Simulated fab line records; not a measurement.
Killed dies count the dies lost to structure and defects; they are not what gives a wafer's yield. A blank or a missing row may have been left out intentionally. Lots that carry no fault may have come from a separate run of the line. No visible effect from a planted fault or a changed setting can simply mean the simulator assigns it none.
Check of tool commonality || flow nand-harc || 42 wafers sampled across 14 lots

== THE REASON FOR OPENING IT ==
Flagged at NHARC_A_M0_CD_MEAS_09: reading cd-nm, on 3 of 14 lots. Fault-free wafers read 80.0 nm, with a standard deviation of 0.89.
Rule: a lot gets a flag if all its wafers with a number sit over 4 standard deviations from that mean, or if no wafer of it has a number. The rest of the lots are taken to be sound.

{"lot": "L592", "measured": "day 17 19:46", "on": "cd-sem-02", "cd-nm (nm), wafer by wafer": "80.8 81.0 81.3", "flag": ""}
{"lot": "L591", "measured": "day 17 20:48", "on": "cd-sem-01", "cd-nm (nm), wafer by wafer": "81.0 81.0 80.1", "flag": ""}
{"lot": "L593", "measured": "day 17 21:43", "on": "cd-sem-02", "cd-nm (nm), wafer by wafer": "80.0 79.7 78.1", "flag": ""}
{"lot": "L596", "measured": "day 18 02:29", "on": "cd-sem-02", "cd-nm (nm), wafer by wafer": "81.6 80.4 81.3", "flag": ""}
{"lot": "L595", "measured": "day 18 06:55", "on": "cd-sem-03", "cd-nm (nm), wafer by wafer": "80.4 79.0 80.4", "flag": ""}
{"lot": "L594", "measured": "day 18 12:34", "on": "cd-sem-03", "cd-nm (nm), wafer by wafer": "79.2 80.2 80.9", "flag": ""}
{"lot": "L597", "measured": "day 18 21:11", "on": "cd-sem-01", "cd-nm (nm), wafer by wafer": "79.0 79.9 79.6", "flag": ""}
{"lot": "L605", "measured": "day 20 09:53", "on": "cd-sem-03", "cd-nm (nm), wafer by wafer": "64.6 66.1 64.2", "flag": "FLAGGED"}
{"lot": "L604", "measured": "day 20 10:13", "on": "cd-sem-03", "cd-nm (nm), wafer by wafer": "66.9 68.4 67.8", "flag": "FLAGGED"}
{"lot": "L603", "measured": "day 20 17:30", "on": "cd-sem-01", "cd-nm (nm), wafer by wafer": "72.1 71.2 73.2", "flag": "FLAGGED"}
{"lot": "L611", "measured": "day 22 01:11", "on": "cd-sem-02", "cd-nm (nm), wafer by wafer": "79.8 80.8 79.9", "flag": ""}
{"lot": "L610", "measured": "day 22 01:37", "on": "cd-sem-02", "cd-nm (nm), wafer by wafer": "79.1 78.6 78.9", "flag": ""}
{"lot": "L614", "measured": "day 23 05:22", "on": "cd-sem-01", "cd-nm (nm), wafer by wafer": "80.8 80.0 78.3", "flag": ""}
{"lot": "L613", "measured": "day 23 07:34", "on": "cd-sem-02", "cd-nm (nm), wafer by wafer": "77.9 79.7 80.3", "flag": ""}
The mean of the flagged lots' numbers is 68.3 nm, -11.7 nm from the usual (-13 standard deviations).

== LOT BY LOT: THE TOOL USED ==
Before the reading, the record contains 2 process steps out of a 1159-step route. Read each cell as the tool, then ch plus the chambers that the sampled wafers visited, then the start.
{"lot": "L592", "flag": "", "NHARC_A_BLC_CMP_25": "cmp-01 ch 0,2,3, day 17 18:35", "NHARC_A_M0_EXPOSE_06": "arfi-scanner-02 ch 0, day 17 19:38"}
{"lot": "L591", "flag": "", "NHARC_A_BLC_CMP_25": "cmp-03 ch 0,1, day 17 19:23", "NHARC_A_M0_EXPOSE_06": "arfi-scanner-03 ch 0, day 17 20:40"}
{"lot": "L593", "flag": "", "NHARC_A_BLC_CMP_25": "cmp-03 ch 0,1,3, day 17 20:32", "NHARC_A_M0_EXPOSE_06": "arfi-scanner-03 ch 0, day 17 21:34"}
{"lot": "L596", "flag": "", "NHARC_A_BLC_CMP_25": "cmp-02 ch 0,2,3, day 18 01:11", "NHARC_A_M0_EXPOSE_06": "arfi-scanner-01 ch 0, day 18 02:22"}
{"lot": "L595", "flag": "", "NHARC_A_BLC_CMP_25": "cmp-02 ch 1,2,3, day 18 05:40", "NHARC_A_M0_EXPOSE_06": "arfi-scanner-02 ch 0, day 18 06:47"}
{"lot": "L594", "flag": "", "NHARC_A_BLC_CMP_25": "cmp-01 ch 1,2,3, day 18 11:23", "NHARC_A_M0_EXPOSE_06": "arfi-scanner-02 ch 0, day 18 12:25"}
{"lot": "L597", "flag": "", "NHARC_A_BLC_CMP_25": "cmp-01 ch 0,2,3, day 18 19:53", "NHARC_A_M0_EXPOSE_06": "arfi-scanner-03 ch 0, day 18 21:02"}
{"lot": "L605", "flag": "FLAGGED", "NHARC_A_BLC_CMP_25": "cmp-02 ch 0,2, day 20 08:37", "NHARC_A_M0_EXPOSE_06": "arfi-scanner-03 ch 0, day 20 09:45"}
{"lot": "L604", "flag": "FLAGGED", "NHARC_A_BLC_CMP_25": "cmp-01 ch 0,2,3, day 20 09:02", "NHARC_A_M0_EXPOSE_06": "arfi-scanner-03 ch 0, day 20 10:04"}
{"lot": "L603", "flag": "FLAGGED", "NHARC_A_BLC_CMP_25": "cmp-01 ch 0,2, day 20 16:20", "NHARC_A_M0_EXPOSE_06": "arfi-scanner-03 ch 0, day 20 17:22"}
{"lot": "L611", "flag": "", "NHARC_A_BLC_CMP_25": "cmp-01 ch 0,3, day 21 23:53", "NHARC_A_M0_EXPOSE_06": "arfi-scanner-01 ch 0, day 22 01:03"}
{"lot": "L610", "flag": "", "NHARC_A_BLC_CMP_25": "cmp-02 ch 2,3, day 22 00:17", "NHARC_A_M0_EXPOSE_06": "arfi-scanner-02 ch 0, day 22 01:28"}
{"lot": "L614", "flag": "", "NHARC_A_BLC_CMP_25": "cmp-03 ch 1,3, day 23 04:04", "NHARC_A_M0_EXPOSE_06": "arfi-scanner-02 ch 0, day 23 05:13"}
{"lot": "L613", "flag": "", "NHARC_A_BLC_CMP_25": "cmp-01 ch 1,2,3, day 23 06:18", "NHARC_A_M0_EXPOSE_06": "arfi-scanner-01 ch 0, day 23 07:26"}
What the steps here do:
- NHARC_A_BLC_CMP_25: polishes, t overpolish 30 s, target thk 150 nm.
- NHARC_A_M0_EXPOSE_06: exposes mask A M0, target cd 80 nm.
- NHARC_A_M0_CD_MEAS_09: target cd 80 nm.

== FLAGGED OVER TOTAL, TOOL BY TOOL (the gauges that took the reading come last) ==
{"step": "NHARC_A_BLC_CMP_25", "tool": "cmp-01", "lots run": 7, "flagged": 2, "share of the flagged lots": "some", "sound lots run after its first flagged lot": "2 (L611,L613)"}
{"step": "NHARC_A_BLC_CMP_25", "tool": "cmp-02", "lots run": 4, "flagged": 1, "share of the flagged lots": "some", "sound lots run after its first flagged lot": "1 (L610)"}
{"step": "NHARC_A_BLC_CMP_25", "tool": "cmp-03", "lots run": 3, "flagged": 0, "share of the flagged lots": "none", "sound lots run after its first flagged lot": "-"}
{"step": "NHARC_A_M0_EXPOSE_06", "tool": "arfi-scanner-01", "lots run": 3, "flagged": 0, "share of the flagged lots": "none", "sound lots run after its first flagged lot": "-"}
{"step": "NHARC_A_M0_EXPOSE_06", "tool": "arfi-scanner-02", "lots run": 5, "flagged": 0, "share of the flagged lots": "none", "sound lots run after its first flagged lot": "-"}
{"step": "NHARC_A_M0_EXPOSE_06", "tool": "arfi-scanner-03", "lots run": 6, "flagged": 3, "share of the flagged lots": "all", "sound lots run after its first flagged lot": 0}
{"step": "NHARC_A_M0_CD_MEAS_09", "tool": "cd-sem-01", "lots run": 4, "flagged": 1, "share of the flagged lots": "some", "sound lots run after its first flagged lot": "1 (L614)"}
{"step": "NHARC_A_M0_CD_MEAS_09", "tool": "cd-sem-02", "lots run": 6, "flagged": 0, "share of the flagged lots": "none", "sound lots run after its first flagged lot": "-"}
{"step": "NHARC_A_M0_CD_MEAS_09", "tool": "cd-sem-03", "lots run": 4, "flagged": 2, "share of the flagged lots": "some", "sound lots run after its first flagged lot": 0}

== WHAT THE TABLE PERMITS ==
1 row of the table ran every flagged lot: arfi-scanner-03 at NHARC_A_M0_EXPOSE_06.
- arfi-scanner-03 at NHARC_A_M0_EXPOSE_06: 3 of its 6 lots flagged. It ran its last sound lot, L597, at day 18 21:02 and its first flagged lot, L605, at day 20 09:45: a fault with its onset between the two fits. Its own readings (exposure-dose-mJ-cm2) fall more than 4 standard deviations out on all wafers of the flagged lots.
Just one tool remains: arfi-scanner-03 at NHARC_A_M0_EXPOSE_06.

== WHAT THE SIMULATOR HAD PUT IN ==
Process parameters drifting: arfi-scanner-03 at NHARC_A_M0_EXPOSE_06, beginning at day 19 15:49. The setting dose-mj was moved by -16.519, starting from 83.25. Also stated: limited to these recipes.
Shown lots that were struck: L605, L604, L603. The same result came from the rule above.
